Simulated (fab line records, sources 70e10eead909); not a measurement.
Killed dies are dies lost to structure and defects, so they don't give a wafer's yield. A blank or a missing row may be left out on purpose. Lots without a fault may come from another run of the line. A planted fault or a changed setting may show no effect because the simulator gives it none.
Chamber matching | flow nand_harc | NHARC_A_CHANNEL_FILL_D1_ALD_16 on ald_hk-01: 4 sister chambers
The step deposits SiO2, target thk 1.5 nm, pulse time 10 s, ald cycles 15. 7 wafers are shown with their chamber, then 7 later ones without.

WAFERS WITH THEIR CHAMBER
wafer  | chamber | heater_power_w (W) | precursor_pulse_height_rel
L080.4 | 2       | 416                | 0.961
L080.5 | 0       | 500                | 0.992
L086.2 | 3       | 511                | 1.014
L086.4 | 0       | 491                | 1.023
L086.6 | 1       | 465                | 1.014
L091.2 | 3       | 518                | 1.013
L091.3 | 1       | 455                | 1.019

WAFERS WITHOUT THEIR CHAMBER
wafer  | heater_power_w (W) | precursor_pulse_height_rel
L091.6 | 406                | 1.002
L093.3 | 521                | 1.011
L093.5 | 400                | 1.014
L093.6 | 464                | 1.000
L094.1 | 497                | 1.019
L094.4 | 398                | 1.008
L094.5 | 497                | 1.018

WHICH CHAMBER EACH WENT THROUGH
wafer  | from the rows above     | in truth
L091.6 | 2                       | 2
L093.3 | 3                       | 3
L093.5 | 2                       | 2
L093.6 | 1                       | 1
L094.1 | can't be placed: 0 or 3 | 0
L094.4 | 2                       | 2
L094.5 | can't be placed: 0 or 3 | 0
Placed correctly: 5 of 7. Can't be placed from these rows: 2 (the true chamber is among the candidates in 2). Placed wrongly: 0.
How it was worked out, from the rows above alone: a wafer's distance from a chamber is the root of the sum, over the readings, of the square of ((its reading less the chamber's mean) divided by the reading's scatter). The wafer belongs to the nearest chamber; if the next one is less than 2 further off, it can't be placed. A chamber's mean is the mean of its shown wafers. The scatter: the root of (the sum of the squares of (reading less its chamber's mean) over the shown wafers, divided by (wafers less chambers)).
